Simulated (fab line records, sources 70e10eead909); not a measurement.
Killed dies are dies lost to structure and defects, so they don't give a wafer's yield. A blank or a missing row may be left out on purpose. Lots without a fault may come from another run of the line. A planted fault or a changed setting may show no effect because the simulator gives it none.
fab line records | flow nand_harc
record lots=5 wafers=15 last_day=30
route steps=1302 shown P_GATE@185 END@1302
lots that met no fault: from a run of the same line without faults
start_h: hours from the record's first day to the start of the lot's first wafer shown | wait_h: hours since the lot's step before | " the same as in the row above | L1.1+2: a row that stands for several wafers | - no value, or no start given | * or withheld: withheld | < > ~ a bound
route shown NAME@n: a module of which the file shows steps, and the number in the route of the first | usual: mean/standard deviation of fault-free wafers | same: alike in all rows | chamber/n: place in a boat | sites: the reading at each site | _std_site: their standard deviation | _edge_site: outer sites' mean less inner sites' | radius_mm: how far each site lies from the wafer's centre | mask NAME#n: copy n | behind: the tool/chamber that last shaped the wafer | hold: why the lot was held/for how many hours/how that ended | device: the transistor (n, p or np) that didn't switch | end of line: the same wafers' tests at the end of the route | a step without rows: its recipe alone | killed: dies lost to structure and defects at the first sort, not the wafer's yield | map: a wafer's dies, x killed, . not, _ none there
set.NAME: the setting as run; set.NAME@STEP: as run at that earlier step | model.NAME: the simulator's own value behind a step, which no gauge read
lots at some steps of the route; a table a step, a row a wafer
services: from which hour (start_h, from the record's first day; less than 0 if before it) a tool's chamber was out of use, for how many hours, and why
## steps
# step NHARC_P_GATE_CD_MEAS_59
# recipe target_cd_nm=720 landing_energy_ev=500
# usual cd_nm=719.8/1.2
# columns lot.wafer tool chamber start_h wait_h cd_nm
L192.2 cd_sem-03 0 122.06 - 719.6
L192.4 " 0 " " 719.1
L192.5 " 0 " " 720.4
L194.2 cd_sem-02 0 136.83 - 720.6
L194.4 " 0 " " 719.7
L194.6 " 0 " " 719.9
L198.1 cd_sem-03 0 184.27 - 720.8
L198.2 " 0 " " 721.3
L198.5 " 0 " " 719.2
L205.1 cd_sem-03 0 261.30 - 721.6
L205.4 " 0 " " 719.1
L205.6 " 0 " " 722.8
L208.2 cd_sem-02 0 280.89 - 719.9
L208.3 " 0 " " 718.3
L208.4 " 0 " " 722.7
# step NHARC_P_GATE_HARDBAKE_60
# recipe temp_c=125 time_s=80
# step NHARC_P_GATE_DESCUM_61
# recipe time_s=3 o2_flow_sccm=200 ar_flow_sccm=0 bias_power_w=0 chemistry=O2
# usual chamber_pressure_mTorr=60.01/0.051 drypump_motor_current_A=5.6/0.35 oes_product_au=0.995/0.01 rf_vpp_V=57.6/0.89 showerhead_plenum_p_Torr=1.89/0.082 throttle_valve_pct=11.312/0.01
# columns lot.wafer tool chamber start_h wait_h chamber_pressure_mTorr drypump_motor_current_A oes_product_au rf_hours_counter_h rf_vpp_V showerhead_plenum_p_Torr throttle_valve_pct
L192.2 rie_diel-04 3 122.23 - 59.99 5.8 1.011 5.6 55.9 1.90 11.328
L192.4 " 0 " " 60.03 6.1 1.001 7.2 57.2 2.04 11.304
L192.5 " 2 " " 60.00 5.4 1.018 - 59.1 1.97 11.326
L194.2 rie_diel-04 3 136.98 - 59.90 5.7 1.016 5.9 57.8 1.90 11.304
L194.4 " 2 " " 60.05 5.3 1.019 6.7 58.8 1.97 11.315
L194.6 " 3 " " 60.00 5.8 1.005 - 56.9 1.90 11.318
L198.2 rie_diel-12 0 184.46 - 60.02 4.8 0.982 5.0 56.5 1.95 11.317
L198.1 " 1 " " 60.06 6.1 0.994 5.1 57.4 1.79 11.297
L198.5 " 3 " " 59.96 5.5 0.993 - 56.3 1.88 11.326
L205.4 rie_diel-04 2 261.48 - 60.01 5.3 1.005 4.3 57.3 1.97 11.299
L205.1 " 3 " " 59.97 5.8 1.000 4.7 57.9 1.90 11.318
L205.6 " 2 " " 59.99 5.3 1.004 - 57.2 1.97 11.329
L208.2 rie_diel-07 0 281.06 - 60.00 5.7 1.000 8.9 58.6 1.79 11.321
L208.3 " 1 " " 60.02 5.3 1.008 9.9 57.7 1.95 11.322
L208.4 " 2 " " 60.02 5.7 1.004 9.0 57.7 1.96 11.296
# step NHARC_P_GATE_IMPLANT_62
# recipe energy_kev=20 dose_cm2=3e+15 tilt_deg=7
# step NHARC_P_GATE_STRIP_112
# recipe power_w=1500 temp_c=110 time_s=200 chemistry=N2/H2
# usual drypump_motor_current_A=6.1/0.4 heater_power_w=90/6.7
# columns lot.wafer tool chamber start_h wait_h drypump_motor_current_A heater_power_w rf_hours_counter_h
L192.2 plasma_asher-01 1 122.59 0.2 5.7 100 28
L192.4 " 0 " " 5.7 84 -
L192.5 " 1 " " 5.7 97 -
L194.2 plasma_asher-02 0 137.40 0.2 6.6 97 12
L194.4 " 1 " " 6.0 85 -
L194.6 " 1 " " 5.9 84 -
L198.2 plasma_asher-02 1 184.80 0.2 6.0 83 24
L198.1 " 0 " " 6.6 96 24
L198.5 " 1 " " 6.0 83 -
L205.1 plasma_asher-01 0 261.88 0.2 5.7 82 14
L205.4 " 0 " " 5.7 84 -
L205.6 " 1 " " 5.7 98 -
L208.2 plasma_asher-02 0 281.42 0.2 6.6 97 5
L208.4 " 0 " " 6.6 98 -
L208.3 " 1 " " 5.9 82 -
# step NHARC_P_GATE_STRIP_76
# recipe power_w=1500 temp_c=250 chemistry=O2
# usual drypump_motor_current_A=6.1/0.4 heater_power_w=338/24
# columns lot.wafer tool chamber start_h wait_h drypump_motor_current_A heater_power_w rf_hours_counter_h
L192.2 plasma_asher-01 1 122.85 0.2 5.7 365 28
L192.4 " 0 " " 5.7 316 -
L192.5 " 1 " " 5.7 362 -
L194.2 plasma_asher-02 0 137.63 0.2 6.6 366 12
L194.4 " 1 " " 5.9 319 -
L194.6 " 1 " " 5.9 325 -
L198.2 plasma_asher-02 1 185.07 0.2 5.9 320 24
L198.1 " 0 " " 6.6 359 24
L198.5 " 1 " " 5.9 321 -
L205.1 plasma_asher-01 0 262.10 0.2 5.7 318 14
L205.4 " 0 " " 5.7 316 -
L205.6 " 1 " " 5.6 355 -
L208.2 plasma_asher-02 0 281.68 0.2 6.6 362 5
L208.4 " 0 " " 6.6 368 -
L208.3 " 1 " " 5.9 306 -
# step NHARC_P_GATE_STRIP_63
# recipe time_s=900 temp_c=130 chemistry=SPM
# step NHARC_P_GATE_DEHYDRATE_83
# recipe temp_c=150 time_s=120
# step NHARC_P_GATE_HMDS_84
# recipe time_s=30
# step NHARC_P_GATE_COAT_85
# recipe spin_rpm=3000
# step NHARC_P_GATE_SOFTBAKE_86
# recipe temp_c=122 time_s=95
# step NHARC_P_GATE_EBR_87
# step NHARC_P_GATE_EXPOSE_88
# recipe na=0.6 target_cd_nm=2000 dose_mj=11.87 mask_id=P_HVN
# columns lot.wafer tool chamber start_h wait_h mask
L192.2+4+5 krf_scanner-02 0 123.63 - P_HVN#0
L194.2+4+6 krf_scanner-02 0 138.38 - P_HVN#0
L198.1+2+5 krf_scanner-02 0 185.84 - P_PSD#0
L205.1+4+6 krf_scanner-04 0 262.78 - P_HVN#0
L208.2+3+4 krf_scanner-03 0 282.45 - P_HVN#0
# step NHARC_P_GATE_PEB_89
# recipe peb_temp_c=118 peb_time_s=85
# step NHARC_P_GATE_DEVELOP_90
# recipe time_s=70
# step NHARC_P_GATE_CD_MEAS_91
# recipe target_cd_nm=2000 landing_energy_ev=500
# usual cd_nm=2000.1/1.5
# columns lot.wafer tool chamber start_h wait_h cd_nm
L192.2 cd_sem-01 0 123.78 - 1998.7
L192.4 " 0 " " 1998.9
L192.5 " 0 " " 1999.9
L194.2 cd_sem-01 0 138.53 - 2000.0
L194.4 " 0 " " 2000.6
L194.6 " 0 " " 2000.9
L198.1 cd_sem-02 0 185.99 - -
L198.2 " 0 " " -
L198.5 " 0 " " -
L205.1 cd_sem-03 0 262.94 - 2000.4
L205.4 " 0 " " 2000.9
L205.6 " 0 " " 2000.7
L208.2 cd_sem-01 0 282.60 - 2002.4
L208.3 " 0 " " 2000.4
L208.4 " 0 " " 2002.2
# step NHARC_P_GATE_HARDBAKE_92
# recipe temp_c=125 time_s=80
# step NHARC_END_SORT_01
# recipe temp_c=25
# usual killed_at_array=59/16 killed_at_other=0.8/1.1 killed_at_periphery=3.6/2.4 killed_dies=64/16 killed_open=3.4/1.8 killed_short=2.5/1.6
# same gross_dies=677
# columns lot.wafer tool chamber start_h wait_h killed_at_array killed_at_other killed_at_periphery killed_dies killed_open killed_short
L198.1 prober-01 0 631.40 2.5 57 1 619 677 3 2
L198.2 prober-01 0 632.18 2.8 57 0 620 677 1 5
L198.5 prober-01 0 634.54 3.6 52 0 625 677 0 1
# killed by level:class
L198.1 P_GATE:area_expose=617 A_CHANNEL_HOLE_D2:chamber_film_flake=36 A_CONTACT:chamber_film_flake=7 A_CHANNEL_HOLE_D1:chamber_film_flake=5 A_STAIRCASE:chamber_film_flake=3 A_WL_FILL:chamber_film_flake=2 P_GATE:geometric_particle:short=1 A_CHANNEL_FILL_D2:geometric_particle:short=1
L198.2 P_GATE:area_expose=619 A_CHANNEL_HOLE_D2:chamber_film_flake=38 A_CHANNEL_HOLE_D1:chamber_film_flake=5 A_CONTACT:chamber_film_flake=5 A_STAIRCASE:chamber_film_flake=2 P_M0:geometric_particle:short=1 A_SOURCE_PLATE:geometric_particle:open=1 A_SOURCE_PLATE:geometric_particle:short=1
L198.5 P_GATE:area_expose=625 A_CHANNEL_HOLE_D2:chamber_film_flake=29 A_CONTACT:chamber_film_flake=12 A_CHANNEL_HOLE_D1:chamber_film_flake=4 A_STAIRCASE:chamber_film_flake=3 A_WL_FILL:chamber_film_flake=2 A_ONON_D1:geometric_particle:short=1 A_SLIT:chamber_film_flake=1
# map L198.1 (x killed, . not)
____________x____________
_________xxxxxxx_________
_______xxxxxxxxxxx_______
______xxxxxxxxxxxxx______
_____xxxxxxxxxxxxxxx_____
____xxxxxxxxxxxxxxxxx____
____xxxxxxxxxxxxxxxxx____
___xxxxxxxxxxxxxxxxxxx___
___xxxxxxxxxxxxxxxxxxx___
__xxxxxxxxxxxxxxxxxxxxx__
__xxxxxxxxxxxxxxxxxxxxx__
_xxxxxxxxxxxxxxxxxxxxxxx_
_xxxxxxxxxxxxxxxxxxxxxxx_
_xxxxxxxxxxxxxxxxxxxxxxx_
_xxxxxxxxxxxxxxxxxxxxxxx_
_xxxxxxxxxxxxxxxxxxxxxxx_
xxxxxxxxxxxxxxxxxxxxxxxxx
xxxxxxxxxxxxxxxxxxxxxxxxx
xxxxxxxxxxxxxxxxxxxxxxxxx
xxxxxxxxxxxxxxxxxxxxxxxxx
xxxxxxxxxxxxxxxxxxxxxxxxx
_xxxxxxxxxxxxxxxxxxxxxxx_
_xxxxxxxxxxxxxxxxxxxxxxx_
_xxxxxxxxxxxxxxxxxxxxxxx_
_xxxxxxxxxxxxxxxxxxxxxxx_
_xxxxxxxxxxxxxxxxxxxxxxx_
__xxxxxxxxxxxxxxxxxxxxx__
__xxxxxxxxxxxxxxxxxxxxx__
___xxxxxxxxxxxxxxxxxxx___
___xxxxxxxxxxxxxxxxxxx___
____xxxxxxxxxxxxxxxxx____
____xxxxxxxxxxxxxxxxx____
_____xxxxxxxxxxxxxxx_____
______xxxxxxxxxxxxx______
_______xxxxxxxxxxx_______
_________xxxxxxx_________
____________x____________
# map L192.5 (x killed, . not)
____________.____________
_________......._________
_______..........._______
______....xx.......______
_____...xxxx.x...x.._____
____....x.x..x......x____
____...x.xx...x......____
___.....xx.xx...x...x.___
___.....xxxxxx........___
__x.....xxxx...........__
__.......x.xx..x.......__
_.......x..............._
_.......xx...x.........._
_......x.............x.._
_......................._
_......................._
.........................
.........................
.......x...x..x..........
.x........xx.............
.........................
_...x...xxxxx..........._
_......xxxxxx..........x_
_......xxxxx...xx......._
_......xxx.xx..x........_
_.......xx.x............_
__......xx.x...........__
__.........xx..xx......__
___......xx.x.........___
___...................___
____...........x.....____
____.................____
_____..............._____
______....x........______
_______..........._______
_________......._________
____________.____________
## services
# columns tool chamber start_h hours kind
rie_diel-12 0 105.95 1.7 repair
rie_diel-07 - 117.20 9.0 pm
rie_diel-07 2 130.49 3.1 repair
rie_diel-12 0 135.20 6.2 repair
krf_scanner-04 - 142.68 1.0 repair
plasma_asher-01 - 165.00 9.0 pm
krf_scanner-03 - 166.39 1.3 repair
krf_scanner-03 - 169.46 16.9 repair
rie_diel-07 - 170.29 0.1 repair
rie_diel-12 0 177.40 1.7 repair
rie_diel-04 - 177.95 9.0 pm
krf_scanner-04 - 182.00 4.0 pm
rie_diel-04 1 201.17 6.9 repair
krf_scanner-03 - 224.00 4.0 pm
plasma_asher-01 - 224.70 11.9 repair
rie_diel-12 0 241.68 12.6 repair
plasma_asher-02 - 249.28 9.0 pm
rie_diel-04 1 254.07 4.7 repair
krf_scanner-02 - 254.38 0.4 repair
rie_diel-12 3 254.90 3.3 repair
krf_scanner-04 - 255.40 5.7 repair
krf_scanner-02 - 266.00 4.0 pm
rie_diel-12 - 268.40 9.0 pm
rie_diel-04 0 278.38 8.1 repair
## key
first_sign step=NHARC_P_GATE_EXPOSE_88 reading=mask direction=changed
effect step=NHARC_P_GATE_CD_MEAS_91 reading=cd_nm direction=missing
effect step=NHARC_END_SORT_01 reading=killed_at_periphery direction=up sigmas=99+ usual=3.6 struck=621.3
more_kills_born_at NHARC_P_GATE_EXPOSE_88@krf_scanner-02=1861
met_at NHARC_P_GATE_EXPOSE_88
struck_wafers L198.1,L198.2,L198.5
later_rows_left_out L198.1,L198.2,L198.5
tester_left_out L198
onset_between 138.38 185.84
fault kind=wrong_mask tool=any chamber=- onset_h=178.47 steps=NHARC_P_GATE_EXPOSE_88 aux_copy=P_PSD#0 scope=struck_lots_only
# tester_left_out: of these lots the tester's yield and bins aren't shown, on N5 and GAA mostly nor the transistor test; their killed dies are dies lost to structure and defects alone, not to doping, threshold or leakage, so they don't give the yield
# later_rows_left_out: the simulator's readings of these wafers behind a module that went badly wrong aren't trusted and aren't shown, but for the sort
